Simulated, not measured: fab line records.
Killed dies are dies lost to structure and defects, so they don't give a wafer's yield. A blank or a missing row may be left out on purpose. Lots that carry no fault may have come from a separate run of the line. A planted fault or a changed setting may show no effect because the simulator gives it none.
The same fault as seen by 3 desks || flow n5Finfet || each desk has only its own numbers; what lay behind them comes last

== METROLOGY DESK ==
What the gauges read, lot by lot, whatever tool the lot ran on: means of the sampled wafers that have a number. If a lot's mean is further than 4 standard deviations from the usual mean, the lot is out of limits and carries the mark OUT (the distance appears in the brackets).
Columns: A = cdNm at N5_BEOL_M15_CD_MEAS_28, usual 407.7 nm; B = M15_OVL at N5_BEOL_M15_OVL_MEAS_29, usual -2 nm
{"lot": "L543", "first seen here": "day 13 15:32", "A": 410.9, "B": 7}
{"lot": "L546", "first seen here": "day 14 13:26", "A": 407.4, "B": -1}
{"lot": "L552", "first seen here": "day 16 11:43", "A": 409.5, "B": -2}
{"lot": "L553", "first seen here": "day 16 17:34", "A": 405.4, "B": -9}
{"lot": "L555", "first seen here": "day 16 22:41", "A": 407.1, "B": 3}
{"lot": "L556", "first seen here": "day 16 23:52", "A": 408.2, "B": -1}
{"lot": "L554", "first seen here": "day 17 02:58", "A": 406.9, "B": -3}
This desk's verdict: no lot among the 7 shows anything out of limits.

== FOR THE TOOL OWNER'S DESK: rieDiel-01 ==
The tool's own readings at N5_BEOL_M15_ETCH_61 (etches BARC in N2/H2, target depth 89 nm, overetch 26.7 nm, time 67.9 s): means of the sampled wafers that have a number, for each lot that ran on this tool. If a lot's mean is further than 4 standard deviations from the usual mean, the lot is out of limits and carries the mark OUT (the distance appears in the brackets).
Columns: A = drypumpMotorCurrentA at N5_BEOL_M15_ETCH_61, usual 5.8 A; B = oesProductAu at N5_BEOL_M15_ETCH_61, usual 0.68 a.u.; C = rfVppV at N5_BEOL_M15_ETCH_61, usual 525.1 V; D = runLengthS at N5_BEOL_M15_ETCH_61, usual 91.3 s; E = showerheadPlenumPTorr at N5_BEOL_M15_ETCH_61, usual 2.59 Torr; F = throttleValvePct at N5_BEOL_M15_ETCH_61, usual 17.77 %
{"lot": "L543", "first seen here": "day 13 15:39", "A": 6.1, "B": 0.64, "C": 523.3, "D": 91.5, "E": 2.53, "F": 17.90}
{"lot": "L552", "first seen here": "day 16 11:50", "A": 5.8, "B": 0.69, "C": 525.0, "D": "86.0 (-16) OUT", "E": 2.59, "F": 17.80}
{"lot": "L553", "first seen here": "day 16 17:44", "A": 5.8, "B": 0.81, "C": 525.3, "D": "80.4 (-33) OUT", "E": 2.60, "F": 17.81}
{"lot": "L554", "first seen here": "day 17 03:05", "A": 5.8, "B": 0.74, "C": 525.7, "D": "86.1 (-16) OUT", "E": 2.60, "F": 17.82}
Finding of this desk: L552, L553, L554 out of limits; the first was L552 at day 16 11:50, on runLengthS at N5_BEOL_M15_ETCH_61. Within limits: L543.

== THE DEFECT DESK ==
Inspection counts along the route, by lot: the mean over sampled wafers that carry a number. If a lot's mean is further than 4 standard deviations from the usual mean, the lot is out of limits and carries the mark OUT (the distance appears in the brackets).
Columns: A = rawDefectCount at N5_BEOL_M15_INSPECT_30, usual 2.0
{"lot": "L543", "first seen here": "day 13 15:35", "A": 0.3}
{"lot": "L546", "first seen here": "day 14 13:29", "A": 2.7}
{"lot": "L552", "first seen here": "day 16 11:46", "A": 0.5}
{"lot": "L553", "first seen here": "day 16 17:37", "A": 1.5}
{"lot": "L555", "first seen here": "day 16 22:44", "A": 2.7}
{"lot": "L556", "first seen here": "day 16 23:55", "A": 1.3}
{"lot": "L554", "first seen here": "day 17 03:01", "A": 4.0}
This desk's verdict: no lot among the 7 shows anything out of limits.

== PUT TOGETHER ==
The tool owner's desk could have raised an alarm at day 16 11:50, on L552, L553, L554.
From the metrology desk's view, nothing was out of limits.
The defect desk saw nothing out of limits.
The metrology desk has L552, L553, L554 on record, within its limits.
The defect desk has L552, L553, L554 on record, within its limits.
The lots listed all ran N5_BEOL_M15_ETCH_61 on rieDiel-01.

== WHAT THE SIMULATOR PUT IN ==
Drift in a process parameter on rieDiel-01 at N5_BEOL_M15_ETCH_61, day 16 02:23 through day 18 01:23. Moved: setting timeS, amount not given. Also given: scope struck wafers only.
Lots struck among those shown: L552, L553, L554.
Delay in hours, fault start to first out-of-limits reading, by desk: the tool owner's desk at 9.
